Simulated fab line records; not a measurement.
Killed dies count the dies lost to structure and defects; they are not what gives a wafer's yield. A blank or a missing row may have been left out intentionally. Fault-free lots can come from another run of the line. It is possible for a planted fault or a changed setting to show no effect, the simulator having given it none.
A struck lot beside a sound one :: flow n5Finfet :: 16 out of 1938 route steps
Sound: these wafers, L460.2, L460.3, L460.5. Struck: wafers L470.1, L470.6 (left out: L470.3, a lot-mate that was not struck); the cause follows at the end.
For every step that has rows: the tool of each side, followed by ch and its chambers, followed by its first start. Under that, the readings that differ: sound wafers :: struck wafers :: difference of the means :: sigmas: that difference in standard deviations of wafers without a fault.
alike: a reading whose means differ by less than 2 such deviations, as well as words and numbers matching on both sides. not compared: withheld readings; readings where some wafer has no value; bounds like >300 that might hide an equal value; numbers whose values overlap and for which the record gives no deviation.
The two part at a step that has a row with sigmas, a row that says differs or no value, or rows on one side only. Non-overlapping numbers with no deviation appear without sigmas and do not part them. Lack of a reading on every wafer of one side parts them only where that side has two or more wafers.

first, 8 steps without rows for these wafers: N5_GATE_CUT_COAT_35 (time 60 s, resist thk 10 nm); N5_GATE_CUT_COAT_27 (time 60 s, resist thk 10 nm); N5_GATE_CUT_COAT_07 (resist thk 30 nm); N5_GATE_CUT_EBR_09; N5_GATE_CUT_SOFTBAKE_08 (time 60 s); N5_GATE_CUT_EXPOSE_10 (exposes mask GATE CUT, target cd 20 nm); N5_GATE_CUT_PEB_11 (peb time 60 s); N5_GATE_CUT_DEVELOP_12 (develop time 30 s).
N5_GATE_CUT_CD_MEAS_13: the cd target is 20 nm.
  sound on cdSem-01 ch 0, day 4 18:30; struck on cdSem-03 ch 0, day 6 23:15
  alike: cdNm
N5_GATE_CUT_OVL_MEAS_14:
  sound on overlay-01 ch 0, day 4 18:32; struck on overlay-01 ch 0, day 6 23:17
  alike: GATE_CUT_OVL
N5_GATE_CUT_INSPECT_15: inspects for defects (brightfield).
  sound on defectInspect-01, day 4 18:35; struck on defectInspect-02, day 6 23:20
  alike: rawDefectCount
N5_GATE_CUT_DESCUM_18: chemistry O2, time 7 s.
  sound on rieDiel-06 ch 0,1, day 4 18:43; struck on rieDiel-05 ch 3, day 6 23:22
  alike: drypumpMotorCurrentA, oesProductAu, rfVppV, showerheadPlenumPTorr, throttleValvePct
  not compared: rfHoursCounterH
N5_GATE_CUT_ETCH_28: etches underlayer in N2/H2, target depth 13 nm, time 10.4 s.
  sound on rieDiel-06 ch 0,1, day 4 18:45; struck on rieDiel-05 ch 3, day 6 23:25
reading: etchRfOnTimeS (s)
sound: 10.42 10.15 10.39
struck: 12.57 12.61
difference: +2.27
sigmas: +9

reading: rfVppV (V)
sound: 520.8 525.6 519.0
struck: 528.3 526.9
difference: +5.8
sigmas: +2
  alike: drypumpMotorCurrentA, oesProductAu, showerheadPlenumPTorr, throttleValvePct
  not compared: rfHoursCounterH
N5_GATE_CUT_ETCH_36: etches SiARC in CF4, target depth 13 nm, time 21.7 s.
  sound on rieDiel-06 ch 0,1, day 4 18:46; struck on rieDiel-05 ch 3, day 6 23:26
  alike: drypumpMotorCurrentA, etchRfOnTimeS, oesProductAu, rfVppV, showerheadPlenumPTorr, throttleValvePct
  not compared: rfHoursCounterH
-- here the record skips 4 days between the struck wafers' starts before and after, leaving off in module GATE_CUT and picking up in module BEOL_M4 (first step shown: number 1111 of the route) --
N5_BEOL_M4_RC_MEAS_101:
  sound on prober-01 ch 0, day 8 00:55; struck on prober-02 ch 0, day 11 00:34
  alike: DIBL_N, DIBL_P, IOFF_N, IOFF_P, ION_N, ION_P, SS_N, SS_P, VT_N, VT_P
after that, 1 step had no rows for these wafers: N5_PASSIVATION_PROBE_49.

== WHERE THEY PART ==
Only at N5_GATE_CUT_ETCH_28, within this record. Later steps at which nothing parts them and some readings are alike: N5_GATE_CUT_ETCH_36, N5_BEOL_M4_RC_MEAS_101.

WHY: what had been put in by the simulator
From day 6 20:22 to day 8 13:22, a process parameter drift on rieDiel-05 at N5_GATE_CUT_ETCH_28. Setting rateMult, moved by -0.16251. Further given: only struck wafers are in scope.
